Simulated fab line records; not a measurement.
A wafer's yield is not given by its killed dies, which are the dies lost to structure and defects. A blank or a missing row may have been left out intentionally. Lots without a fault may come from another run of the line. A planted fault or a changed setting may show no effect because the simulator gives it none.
2 desks, one fault || flow n5 finfet || each desk holds nothing but its own numbers, with what lay behind them at the end

== FROM THE METROLOGY DESK ==
What the gauges read, lot by lot, whatever tool the lot ran on: means of the sampled wafers that have a number. If a lot's mean is further than 4 standard deviations from the usual mean, the lot is out of limits and carries the mark OUT (the distance appears in the brackets).
Columns: A = cd nm at N5_PASSIVATION_CD_MEAS_44, usual 40001 nm
{"lot": "L319", "first seen here": "day 12 16:18", "A": 40002}
{"lot": "L320", "first seen here": "day 12 16:36", "A": 40003}
{"lot": "L323", "first seen here": "day 13 19:56", "A": 40002}
{"lot": "L324", "first seen here": "day 13 20:35", "A": 40001}
{"lot": "L325", "first seen here": "day 13 22:47", "A": 40001}
{"lot": "L327", "first seen here": "day 14 16:02", "A": 39999}
{"lot": "L332", "first seen here": "day 15 15:17", "A": 39996}
{"lot": "L333", "first seen here": "day 15 22:26", "A": 40001}
{"lot": "L334", "first seen here": "day 15 22:56", "A": 40004}
{"lot": "L337", "first seen here": "day 16 20:24", "A": 39997}
{"lot": "L340", "first seen here": "day 17 13:39", "A": 40002}
Result from this desk: across the 11 lots, nothing is out of limits.

== THE TOOL OWNER'S DESK: rie diel-04 ==
The tool's own readings at N5_BEOL_M5_ETCH_75 (etches underlayer in N2/H2, target depth 6.5 nm, time 5.2 s): means of the sampled wafers that have a number, for each lot that ran on this tool. If a lot's mean is further than 4 standard deviations from the usual mean, the lot is out of limits and carries the mark OUT (the distance appears in the brackets).
Columns: A = drypump motor current A at N5_BEOL_M5_ETCH_75, usual 5.7 A; B = etch rf on time s at N5_BEOL_M5_ETCH_75, usual 5.18 s; C = oes product au at N5_BEOL_M5_ETCH_75, usual 0.67 a.u.; D = rf vpp V at N5_BEOL_M5_ETCH_75, usual 523.8 V; E = showerhead plenum p Torr at N5_BEOL_M5_ETCH_75, usual 2.54 Torr; F = throttle valve pct at N5_BEOL_M5_ETCH_75, usual 17.88 %
{"lot": "L319", "first seen here": "day 8 15:00", "A": 5.7, "B": 5.22, "C": 0.62, "D": 523.1, "E": 2.53, "F": 17.76}
{"lot": "L320", "first seen here": "day 9 00:42", "A": 5.4, "B": 5.12, "C": 0.67, "D": 522.5, "E": 2.51, "F": 17.93}
{"lot": "L324", "first seen here": "day 10 02:07", "A": 5.9, "B": 5.11, "C": 0.65, "D": 521.5, "E": 2.48, "F": 17.95}
{"lot": "L325", "first seen here": "day 10 06:13", "A": 5.9, "B": 5.20, "C": 0.65, "D": 521.6, "E": 2.48, "F": 17.95}
{"lot": "L327", "first seen here": "day 11 01:11", "A": 5.5, "B": 5.17, "C": 0.65, "D": 523.5, "E": 2.54, "F": 17.91}
{"lot": "L332", "first seen here": "day 12 01:42", "A": 5.7, "B": 5.27, "C": 0.61, "D": 524.4, "E": 2.52, "F": 17.79}
{"lot": "L334", "first seen here": "day 12 03:27", "A": 5.4, "B": 5.11, "C": 0.64, "D": 522.5, "E": 2.50, "F": 17.95}
{"lot": "L333", "first seen here": "day 12 04:08", "A": 5.9, "B": 5.18, "C": 0.64, "D": 522.1, "E": 2.47, "F": 17.97}
Result from this desk: across the 8 lots, nothing is out of limits.

== TAKEN TOGETHER ==
Nothing out of limits was seen by the metrology desk.
The tool owner's desk saw nothing out of limits.

== WHAT WAS PUT IN BY THE SIMULATOR ==
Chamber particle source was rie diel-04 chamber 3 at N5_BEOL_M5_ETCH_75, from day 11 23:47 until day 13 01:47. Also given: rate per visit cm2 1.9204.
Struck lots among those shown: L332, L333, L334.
